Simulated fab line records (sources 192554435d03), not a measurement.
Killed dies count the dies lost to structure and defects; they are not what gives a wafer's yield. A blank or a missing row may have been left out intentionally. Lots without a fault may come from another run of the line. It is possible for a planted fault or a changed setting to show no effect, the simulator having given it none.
fab line records	flow n5_finfet
record lots=10	wafers=30	last_day=18
route steps=1938 shown MOL_CONTACT_COAG@627 BEOL_M0_SAQP@633 BEOL_M4@1111 PASSIVATION@1936
lots that met no fault: from a run of the same line without faults
start_h: the number of hours between the record's first day and the start of the first shown wafer of the lot	wait_h: hours since the lot's step before	" as in the row above	L1.1+2: a single row standing in for several wafers	- value missing, or start not given	* or withheld: withheld	< > ~ a bound
route shown NAME@n: names a module that has steps shown in the file, with the first one's number in the route	usual: mean/standard deviation of fault-free wafers	same: alike in all rows	chamber/n: place in a boat	sites: each site's reading	_std_site: standard deviation of those values	_edge_site: inner sites' mean taken away from outer sites' mean	radius_mm: for every site, how far away it sits from the centre of the wafer	mask NAME#n: copy n	behind: the last tool/chamber to shape the wafer	hold: cause of the lot's hold/its duration in hours/its outcome	device: transistor that didn't switch, given as n, p or np	end of line: the route-end tests of the same wafers	a step with no rows: only its recipe	killed: at the first sort, the dies lost to defects and structure; wafer yield is something else	map: a wafer's dies, marking killed ones x, the rest . and places with no die _
set.NAME: setting as actually run; set.NAME@STEP: the setting as run at that earlier step	model.NAME: the simulator's own value behind a step, which no gauge read
a sample of lots followed through the steps of the route, with each step as a table and each wafer as a row
services: from which hour (start_h, from the record's first day; less than 0 if before it) a tool's chamber was out of use, for how many hours, and why
## steps
# step N5_MOL_CONTACT_COAG_CMP_52
# recipe stop_on=SiO2	t_overpolish_s=1.5	post_cmp_clean=w_dilute_nh4oh	down_force_psi=4	platen_rpm=50.289	pad_velocity_m_s=1.0006	target_thk_nm=66.5
# usual motor_current_A=12.1/1.5	overpolish_run_s=1.499/0.0094	slurry_flow_ml_min=149.9/0.49	time_to_endpoint_s=13.2/2.7
lot.wafer	tool	chamber	start_h	wait_h	motor_current_A	overpolish_run_s	slurry_flow_ml_min	time_to_endpoint_s
L740.2	cmp-03	1	111.47	0.1	13.6	1.511	149.4	10.5
L740.6	"	2	"	"	14.6	1.489	149.1	11.5
L740.5	"	3	"	"	12.1	1.501	148.8	12.6
L744.1	cmp-04	3	133.47	0.1	12.2	1.521	149.0	8.5
L744.4	"	1	"	"	11.8	1.510	149.1	13.0
L744.6	"	3	"	"	11.4	1.505	149.3	7.6
L745.1	cmp-04	3	136.18	0.0	11.7	1.516	149.9	7.2
L745.3	"	1	"	"	11.6	1.511	151.3	14.3
L745.2	"	2	"	"	12.3	1.510	149.8	11.6
L753.1	cmp-02	0	189.05	0.0	10.9	1.500	149.8	16.0
L753.3	"	2	"	"	9.0	1.495	149.6	12.5
L753.2	"	3	"	"	11.7	1.495	149.6	12.4
L756.3	cmp-03	1	200.99	0.1	13.0	1.485	149.2	16.3
L756.4	"	0	"	"	12.0	1.497	150.0	14.0
L756.6	"	1	"	"	13.5	1.510	148.9	15.7
L758.4	cmp-03	1	217.78	0.0	14.0	1.486	149.9	11.5
L758.1	"	3	"	"	12.2	1.486	151.0	9.0
L758.6	"	1	"	"	13.4	1.498	149.4	12.3
L759.2	cmp-03	0	221.96	0.0	11.7	1.490	150.5	9.7
L759.3	"	1	"	"	12.2	1.507	150.4	10.5
L759.1	"	2	"	"	14.3	1.494	149.1	9.4
L760.3	cmp-02	0	235.05	0.1	10.7	1.492	150.1	12.2
L760.6	"	3	"	"	12.9	1.492	150.6	10.8
L760.5	"	0	"	"	10.9	1.504	150.0	13.4
L761.2	cmp-03	3	238.50	0.1	12.1	1.507	150.8	12.4
L761.3	"	0	"	"	11.8	1.494	149.5	8.0
L761.5	"	2	"	"	14.7	1.481	150.2	9.3
L762.2	cmp-04	3	239.01	0.1	11.5	1.504	149.3	5.7
L762.4	"	1	"	"	11.7	1.499	150.9	12.5
L762.5	"	3	"	"	11.2	1.492	149.8	5.0
# step N5_BEOL_M0_SAQP_ILD_DEP_01
# recipe material=SiOC	target_thk_a=454.19	temp_c=350	precursor=DEMS/O2	pressure_torr=5	rf_w=500	time_s=8.7
# usual heater_power_w=529/96	showerhead_plenum_p_Torr=5.699/0.011	throttle_valve_pct=11.9/0.69
lot.wafer	tool	chamber	start_h	wait_h	heater_power_w	showerhead_plenum_p_Torr	throttle_valve_pct
L740.2	pecvd-01	0	115.06	0.0	662	5.694	11.6
L740.5	"	1	"	"	546	5.701	12.2
L740.6	"	2	"	"	462	5.702	11.4
L744.1	pecvd-01	1	137.15	0.0	564	5.703	12.3
L744.4	"	0	"	"	637	5.692	11.3
L744.6	"	1	"	"	563	5.703	12.5
L745.1	pecvd-01	2	140.15	0.0	440	5.702	11.5
L745.2	"	1	"	"	591	5.708	12.3
L745.3	"	0	"	"	614	5.675	11.6
L753.1	pecvd-02	0	192.76	0.0	598	5.696	11.5
L753.2	"	2	"	"	580	5.695	11.0
L753.3	"	1	"	"	278	5.719	11.1
L756.3	pecvd-01	0	204.81	0.0	611	5.693	11.4
L756.4	"	0	"	"	645	5.683	11.4
L756.6	"	1	"	"	552	5.695	12.7
L758.1	pecvd-04	1	222.75	0.0	628	5.687	12.3
L758.4	"	1	"	"	620	5.671	12.4
L758.6	"	2	"	"	506	5.694	12.0
L759.1	pecvd-01	1	225.77	0.0	525	5.689	12.5
L759.2	"	2	"	"	420	5.709	11.2
L759.3	"	0	"	"	644	5.688	11.5
L760.3	pecvd-04	0	238.72	0.0	552	5.697	13.2
L760.5	"	2	"	"	505	5.706	12.0
L760.6	"	1	"	"	668	5.682	12.3
L761.2	pecvd-04	0	242.17	0.0	529	5.709	12.9
L761.3	"	2	"	"	504	5.707	12.1
L761.5	"	0	"	"	535	5.724	13.0
L762.2	pecvd-04	0	245.17	0.0	447	5.701	12.9
L762.4	"	1	"	"	591	5.691	12.4
L762.5	"	0	"	"	445	5.709	13.2
# step N5_BEOL_M0_SAQP_HM_DEP_111
# recipe material=SiO2	target_thk_a=120	temp_c=400	precursor=SiH4/N2O	pressure_torr=0.75	rf_w=275	time_s=7.2
# usual heater_power_w=832/130	showerhead_plenum_p_Torr=8.20/0.076
lot.wafer	tool	chamber	start_h	wait_h	heater_power_w	showerhead_plenum_p_Torr
L740.2	pecvd-01	0	117.83	0.0	1069	8.12
L740.5	"	2	"	"	758	8.21
L740.6	"	0	"	"	1098	8.12
L744.1	pecvd-02	0	138.18	0.0	876	8.19
L744.4	"	0	"	"	907	8.18
L744.6	"	1	"	"	619	8.30
L745.1	pecvd-02	0	141.48	0.0	979	8.16
L745.2	"	2	"	"	822	8.18
L745.3	"	0	"	"	960	8.15
L753.1	pecvd-01	0	193.19	0.0	1079	8.14
L753.2	"	1	"	"	861	8.26
L753.3	"	2	"	"	705	8.21
L756.3	pecvd-02	1	207.15	0.0	595	8.27
L756.4	"	0	"	"	934	8.17
L756.6	"	1	"	"	597	8.27
L758.1	pecvd-02	1	224.28	0.0	603	8.30
L758.4	"	0	"	"	833	8.20
L758.6	"	2	"	"	853	8.17
L759.1	pecvd-01	1	226.23	0.0	931	8.26
L759.2	"	2	"	"	716	8.20
L759.3	"	0	"	"	1009	8.11
L760.3	pecvd-04	0	239.93	0.0	801	8.31
L760.5	"	2	"	"	795	8.26
L760.6	"	0	"	"	793	8.32
L761.2	pecvd-02	0	246.12	0.0	881	8.18
L761.3	"	2	"	"	762	8.17
L761.5	"	1	"	"	536	8.28
L762.2	pecvd-02	0	246.84	0.0	882	8.18
L762.4	"	0	"	"	901	8.20
L762.5	"	1	"	"	563	8.30
# step N5_BEOL_M0_SAQP_PEB_12
# recipe peb_temp_c=withheld	peb_time_s=60	resist=CAR-ArF
lot.wafer	tool	chamber	start_h	wait_h
L740.2+5+6	litho_track-02	0	118.21	0.0
L744.1+4+6	litho_track-05	0	138.43	0.1
L745.1+2+3	litho_track-05	0	141.89	0.1
L753.1+2+3	litho_track-03	0	193.44	0.1
L756.3+4+6	litho_track-02	0	207.53	0.0
L758.1+4+6	litho_track-02	0	224.65	0.1
L759.1+2+3	litho_track-02	0	226.61	0.1
L760.3+5+6	litho_track-03	0	240.19	0.0
L761.2+3+5	litho_track-05	0	246.37	0.0
L762.2+4+5	litho_track-05	0	247.22	0.0
# step N5_BEOL_M0_SAQP_CD_MEAS_14
# recipe target_cd_nm=42.5	landing_energy_ev=500	detector=se_inlens
# usual cd_nm=42.6/0.39
lot.wafer	tool	chamber	start_h	wait_h	cd_nm
L740.2	cd_sem-01	0	118.28	-	42.7
L740.5	"	0	"	"	42.3
L740.6	"	0	"	"	42.4
L744.1	cd_sem-03	0	138.50	-	45.6
L744.4	"	0	"	"	45.0
L744.6	"	0	"	"	44.7
L745.1	cd_sem-01	0	141.95	-	44.4
L745.2	"	0	"	"	45.2
L745.3	"	0	"	"	45.5
L753.1	cd_sem-01	0	193.51	-	42.9
L753.2	"	0	"	"	42.3
L753.3	"	0	"	"	43.0
L756.3	cd_sem-03	0	207.60	-	42.9
L756.4	"	0	"	"	41.8
L756.6	"	0	"	"	42.6
L758.1	cd_sem-01	0	224.72	-	42.4
L758.4	"	0	"	"	42.5
L758.6	"	0	"	"	43.2
L759.1	cd_sem-02	0	226.68	-	42.6
L759.2	"	0	"	"	42.3
L759.3	"	0	"	"	42.4
L760.3	cd_sem-03	0	240.25	-	42.9
L760.5	"	0	"	"	43.0
L760.6	"	0	"	"	42.7
L761.2	cd_sem-03	0	246.44	-	42.5
L761.3	"	0	"	"	42.8
L761.5	"	0	"	"	42.0
L762.2	cd_sem-02	0	247.28	-	41.7
L762.4	"	0	"	"	43.0
L762.5	"	0	"	"	42.7
# step N5_BEOL_M4_RC_MEAS_101
# usual DIBL_N=36.4/2	DIBL_P=36.1/2.5	IOFF_N=0.16/0.037	IOFF_P=0.20/0.038	ION_N=670/13	ION_P=459/8.3	SS_N=71.6/0.69	SS_P=73.3/0.72	VT_N=250/3.4	VT_P=-251/3.1
lot.wafer	tool	chamber	start_h	wait_h	DIBL_N[mV/V]	DIBL_P[mV/V]	IOFF_N[nA/um]	IOFF_P[nA/um]	ION_N[uA/um]	ION_P[uA/um]	SS_N[mV/dec]	SS_P[mV/dec]	VT_N[mV]	VT_P[mV]
L740.2	prober-02	0	177.38	0.2	39.1	41.0	0.19	0.25	673	457	72.4	73.9	251	-250
L740.5	"	0	"	"	42.8	44.9	0.27	0.32	691	466	72.8	75.0	246	-248
L740.6	"	0	"	"	39.8	39.7	0.20	0.21	665	449	72.5	73.8	248	-252
L744.1	prober-01	0	195.74	0.0	34.9	34.7	0.13	0.16	665	454	70.6	72.8	255	-254
L744.4	"	0	"	"	39.3	39.6	0.22	0.25	680	461	72.3	73.9	249	-249
L744.6	"	0	"	"	35.5	34.9	0.14	0.16	663	449	71.7	73.0	251	-255
L745.1	prober-01	0	203.42	0.3	36.3	35.4	0.17	0.21	660	449	72.2	73.8	251	-250
L745.2	"	0	"	"	33.8	32.8	0.13	0.16	655	454	71.0	72.8	255	-252
L745.3	"	0	"	"	38.1	38.9	0.24	0.27	694	462	71.6	74.5	244	-245
L753.1	prober-01	0	243.89	0.0	36.4	34.2	0.14	0.20	664	454	70.9	73.3	250	-251
L753.2	"	0	"	"	39.1	36.0	0.18	0.22	668	456	71.5	73.7	246	-249
L753.3	"	0	"	"	36.8	34.2	0.14	0.22	670	467	71.6	73.4	252	-248
L756.3	prober-02	0	271.31	0.3	37.8	36.1	0.15	0.22	676	467	72.1	73.2	249	-249
L756.4	"	0	"	"	38.4	36.1	0.17	0.22	679	465	72.0	73.1	250	-248
L756.6	"	0	"	"	37.0	35.6	0.15	0.22	685	476	71.7	73.2	249	-250
L758.1	prober-02	0	279.45	0.0	39.0	40.1	0.21	0.25	684	464	72.2	73.8	248	-249
L758.4	"	0	"	"	34.5	34.5	0.12	0.16	657	454	71.0	72.7	255	-255
L758.6	"	0	"	"	33.6	33.7	0.11	0.15	654	450	71.1	72.6	255	-254
L759.1	prober-02	0	297.49	0.0	35.5	35.2	0.15	0.21	669	460	72.0	72.5	250	-250
L759.2	"	0	"	"	34.2	34.1	0.12	0.18	669	459	71.5	72.3	255	-251
L759.3	"	0	"	"	37.4	36.8	0.19	0.22	668	456	73.1	73.3	247	-249
L760.3	prober-02	0	300.32	0.3	35.4	36.3	0.14	0.18	678	464	70.8	73.9	252	-254
L760.5	"	0	"	"	37.1	36.9	0.15	0.18	657	441	71.9	73.3	253	-256
L760.6	"	0	"	"	35.8	36.5	0.14	0.18	663	458	71.3	73.5	250	-256
L761.2	prober-01	0	304.50	0.2	36.7	36.9	0.18	0.19	676	455	71.4	74.0	246	-254
L761.3	"	0	"	"	37.6	36.4	0.17	0.18	668	445	71.6	73.9	247	-255
L761.5	"	0	"	"	35.3	34.9	0.13	0.17	651	452	70.8	72.3	251	-256
L762.2	prober-01	0	313.67	0.2	36.2	36.3	0.15	0.22	688	473	71.5	73.5	248	-250
L762.4	"	0	"	"	37.2	37.4	0.18	0.22	674	459	72.4	74.0	249	-252
L762.5	"	0	"	"	38.3	38.5	0.20	0.26	703	484	71.7	73.7	243	-248
# step N5_PASSIVATION_PROBE_49
# usual defect_limited_yield=91.2/1.6	killed_at_M0_to_M3=34/11	killed_at_M4_up=13/5.2	killed_at_contacts=13/6.3	killed_at_front_end=40/14	killed_at_other=3.2/2.4	killed_dies=104/19	killed_on_rim=14/4.2	killed_open=69/14	killed_short=32/7.5	sort_bin_4_leakage=0.00/0.04	sort_bin_5_function=5.3/1.1	sort_bin_6_memory=3.2/0.73	sort_bin_8_speed=0.01/0.038	sort_n_pass=1076/19
# same gross_dies=1180	killed_at_back_side=0
lot.wafer	tool	chamber	start_h	wait_h	defect_limited_yield[%]	killed_at_M0_to_M3	killed_at_M4_up	killed_at_contacts	killed_at_front_end	killed_at_other	killed_dies	killed_on_rim	killed_open	killed_short	sort_bin_4_leakage[%]	sort_bin_5_function[%]	sort_bin_6_memory[%]	sort_bin_8_speed[%]	sort_n_pass
L744.1	prober-02	-	292.63	0.0	90.6	38	7	9	49	8	111	14	74	36	0	5.7	3.3	0	1069
L744.4	prober-02	-	292.78	0.2	91.3	30	9	6	56	2	103	9	75	28	0	5.4	2.8	0	1077
L744.6	prober-02	-	292.88	0.3	91.6	29	20	2	47	1	99	9	69	23	0	4.7	3.5	0	1081
L745.1	prober-01	-	314.94	0.0	90.4	41	11	12	37	12	113	15	70	32	0	5.8	3.1	0.08	1066
L745.2	prober-01	-	314.99	0.1	93.4	27	13	13	22	3	78	11	50	25	0	3.8	2.5	0	1102
L745.3	prober-01	-	315.04	0.1	91.3	40	13	17	28	5	103	12	65	36	0	5.3	3.1	0	1077
L760.3	prober-02	-	406.53	0.1	90.3	29	18	4	58	6	115	19	73	36	0	5.0	4.2	0	1065
L760.5	prober-02	-	406.63	0.2	93.9	30	12	3	27	0	72	17	43	29	0	3.9	2.0	0	1108
L760.6	prober-02	-	406.68	0.3	92.1	30	5	13	41	4	93	11	59	34	0	4.6	3.0	0	1087
L762.2	prober-01	-	421.60	0.1	87.5	52	8	5	80	2	147	13	99	46	0	8.4	3.6	0	1033
L762.4	prober-01	-	421.70	0.2	90.8	49	13	13	32	1	108	17	70	37	0	5.6	3.2	0	1072
L762.5	prober-01	-	421.75	0.2	91.5	26	10	9	50	5	100	11	71	28	0	5.6	2.7	0	1080
L761.2	prober-02	-	421.61	0.1	91.9	25	18	16	34	3	96	16	69	24	0	4.1	3.4	0	1084
L761.3	prober-02	-	421.66	0.1	90.9	26	22	8	51	0	107	17	73	31	0	5.7	3.3	0	1073
L761.5	prober-02	-	421.76	0.2	90.5	32	19	2	59	0	112	15	69	40	0	5.6	3.4	0	1068
# killed by level:class
L744.1 FIN_SAQP:geometric_particle:open=17 BEOL_M1:geometric_particle:open=9 BEOL_M3:geometric_particle:open=8 FIN_SAQP:geometric_particle:short=7 MOL_CONTACT_COAG:geometric_particle:open=6 STI_FIN_REVEAL:geometric_particle:open=5 BEOL_M0_SAQP:geometric_particle:short=5 BEOL_M0:geometric_particle:open=5
L744.4 FIN_SAQP:geometric_particle:open=13 FIN_SAQP:geometric_particle:short=10 STI_FIN_REVEAL:geometric_particle:open=9 BEOL_M1:geometric_particle:open=9 BEOL_M3:geometric_particle:open=7 BEOL_M0_SAQP:geometric_particle:open=7 MOL_CONTACT_COAG:geometric_particle:open=4 BEOL_M5:geometric_particle:open=4
L744.6 STI_FIN_REVEAL:geometric_particle:open=12 BEOL_M3:geometric_particle:open=10 FIN_SAQP:geometric_particle:open=9 FIN_SAQP:geometric_particle:short=7 STARTING-WAFER:geometric_particle:open=7 BEOL_M1:geometric_particle:open=6 BEOL_M2:geometric_particle:open=5 DUMMY_GATE:geometric_particle:open=3
L745.1 STI_FIN_REVEAL:geometric_particle:open=10 MOL_CONTACT_COAG:geometric_particle:open=10 BEOL_M0_SAQP:geometric_particle:open=9 BEOL_M3:geometric_particle:open=9 BEOL_M2:geometric_particle:open=8 FIN_SAQP:geometric_particle:open=6 BEOL_M0_SAQP:geometric_particle:short=5 HKMG_FIN:area_etch=5
L745.2 MOL_CONTACT_COAG:geometric_particle:open=10 BEOL_M2:geometric_particle:open=9 FIN_SAQP:geometric_particle:open=7 BEOL_M4:geometric_particle:short=6 BEOL_M0_SAQP:geometric_particle:open=4 DUMMY_GATE:geometric_particle:open=3 GATE_CUT:geometric_particle:open=3 MOL_CONTACT_COAG:geometric_particle:short=3
L745.3 MOL_CONTACT_COAG:geometric_particle:open=14 BEOL_M0_SAQP:geometric_particle:short=13 STI_FIN_REVEAL:geometric_particle:open=8 BEOL_M2:geometric_particle:open=7 BEOL_M0_SAQP:geometric_particle:open=6 BEOL_M3:geometric_particle:open=5 BEOL_M5:geometric_particle:open=5 GATE_CUT:geometric_particle:short=4
L760.3 FIN_SAQP:geometric_particle:open=15 DUMMY_GATE:geometric_particle:open=12 BEOL_M3:geometric_particle:open=11 FIN_SAQP:geometric_particle:short=9 GATE_CUT:geometric_particle:short=6 MOL_CONTACT_COAG:geometric_particle:open=4 BEOL_M0_SAQP:geometric_particle:short=4 BEOL_M0_SAQP:geometric_particle:open=4
L760.5 BEOL_M3:geometric_particle:open=10 FIN_SAQP:geometric_particle:short=9 BEOL_M3:geometric_particle:short=6 FIN_SAQP:geometric_particle:open=5 BEOL_M0_SAQP:geometric_particle:short=5 STARTING-WAFER:geometric_particle:open=5 BEOL_M1:geometric_particle:open=4 MOL_CONTACT_COAG:geometric_particle:open=3
L760.6 MOL_CONTACT_COAG:geometric_particle:open=13 FIN_SAQP:geometric_particle:open=11 FIN_SAQP:geometric_particle:short=10 BEOL_M3:geometric_particle:open=7 GATE_CUT:geometric_particle:short=5 DUMMY_GATE:geometric_particle:open=4 BEOL_M1:geometric_particle:open=4 BEOL_M2:geometric_particle:open=4
L762.2 FIN_SAQP:geometric_particle:open=36 BEOL_M0_SAQP:geometric_particle:short=17 BEOL_M0_SAQP:geometric_particle:open=16 STI_FIN_REVEAL:geometric_particle:open=14 FIN_SAQP:geometric_particle:short=13 BEOL_M1:geometric_particle:open=13 GATE_CUT:geometric_particle:short=4 MOL_CONTACT_COAG:geometric_particle:open=4
L761.2 MOL_CONTACT_COAG:geometric_particle:open=14 STI_FIN_REVEAL:geometric_particle:open=12 BEOL_M4:geometric_particle:open=7 BEOL_M0_SAQP:geometric_particle:short=6 FIN_SAQP:geometric_particle:open=5 BEOL_M0_SAQP:geometric_particle:open=5 GATE_CUT:geometric_particle:open=4 BEOL_M0:geometric_particle:open=4
L761.3 FIN_SAQP:geometric_particle:open=23 BEOL_M4:geometric_particle:open=9 STI_FIN_REVEAL:geometric_particle:open=6 MOL_CONTACT_COAG:geometric_particle:open=6 BEOL_M0_SAQP:geometric_particle:short=5 BEOL_M0_SAQP:geometric_particle:open=5 BEOL_M1:geometric_particle:open=4 BEOL_M4:geometric_particle:short=4
L762.4 BEOL_M0_SAQP:geometric_particle:open=13 BEOL_M0_SAQP:geometric_particle:short=12 FIN_SAQP:geometric_particle:open=10 MOL_CONTACT_COAG:geometric_particle:open=10 BEOL_M1:geometric_particle:open=7 BEOL_M4:geometric_particle:open=6 FIN_SAQP:geometric_particle:short=5 BEOL_M0:geometric_particle:open=5
L762.5 FIN_SAQP:geometric_particle:short=13 FIN_SAQP:geometric_particle:open=12 STI_FIN_REVEAL:geometric_particle:open=10 BEOL_M0_SAQP:geometric_particle:open=8 MOL_CONTACT_COAG:geometric_particle:open=8 BEOL_M4:geometric_particle:open=5 BEOL_M0_SAQP:geometric_particle:short=4 BEOL_M0:geometric_particle:open=4
L761.5 FIN_SAQP:geometric_particle:open=15 STI_FIN_REVEAL:geometric_particle:open=14 FIN_SAQP:geometric_particle:short=11 BEOL_M0_SAQP:geometric_particle:open=9 BEOL_M4:geometric_particle:open=9 BEOL_M0_SAQP:geometric_particle:short=4 GATE_CUT:geometric_particle:open=4 GATE_CUT:geometric_particle:short=4
## services
tool	chamber	start_h	hours	kind
cmp-02	-	98.95	0.2	repair
pecvd-01	0	102.08	2.1	scheduled_down
pecvd-04	0	105.24	3.2	repair
litho_track-03	-	105.91	-	consumable_replace:filter
cmp-03	-	120.98	2.5	repair
pecvd-01	1	126.99	2.1	scheduled_down
pecvd-01	-	127.62	5.5	pm
cmp-02	-	130.90	4.0	pm
cmp-02	-	134.90	-	consumable_replace:conditioner
cmp-02	-	134.90	-	consumable_replace:pad
pecvd-02	1	139.84	2.1	scheduled_down
cmp-02	-	171.99	2.0	repair
cmp-04	-	189.72	1.3	repair
cmp-03	-	192.55	7.1	pm
cmp-04	-	206.44	1.8	repair
cmp-03	-	209.25	4.0	pm
cmp-03	-	213.25	-	consumable_replace:conditioner
cmp-03	-	213.25	-	consumable_replace:pad
litho_track-05	-	214.03	-	consumable_replace:filter
cmp-03	-	230.23	0.5	repair
pecvd-01	-	238.21	2.8	pm
pecvd-02	-	240.84	1.9	repair
cmp-04	-	243.09	7.8	pm
pecvd-01	-	243.67	0.6	repair
## key
first_sign step=N5_BEOL_M0_SAQP_CD_MEAS_14	reading=cd_nm	direction=up	sigmas=6.4	usual=42.6	struck=45.1
effect none on later readings
met_at N5_BEOL_M0_SAQP_PEB_12
struck_lots L744,L745
not_acting_at N5_MOL_CONTACT_COAG_CMP_52,N5_BEOL_M0_SAQP_ILD_DEP_01,N5_BEOL_M0_SAQP_HM_DEP_111
fault kind=process_parameter_drift	tool=litho_track-05	chamber=-	onset_h=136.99	steps=N5_BEOL_M0_SAQP_PEB_12	channel=peb_temp_c	offset=withheld	shape=step	end_h=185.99	acts_in=*
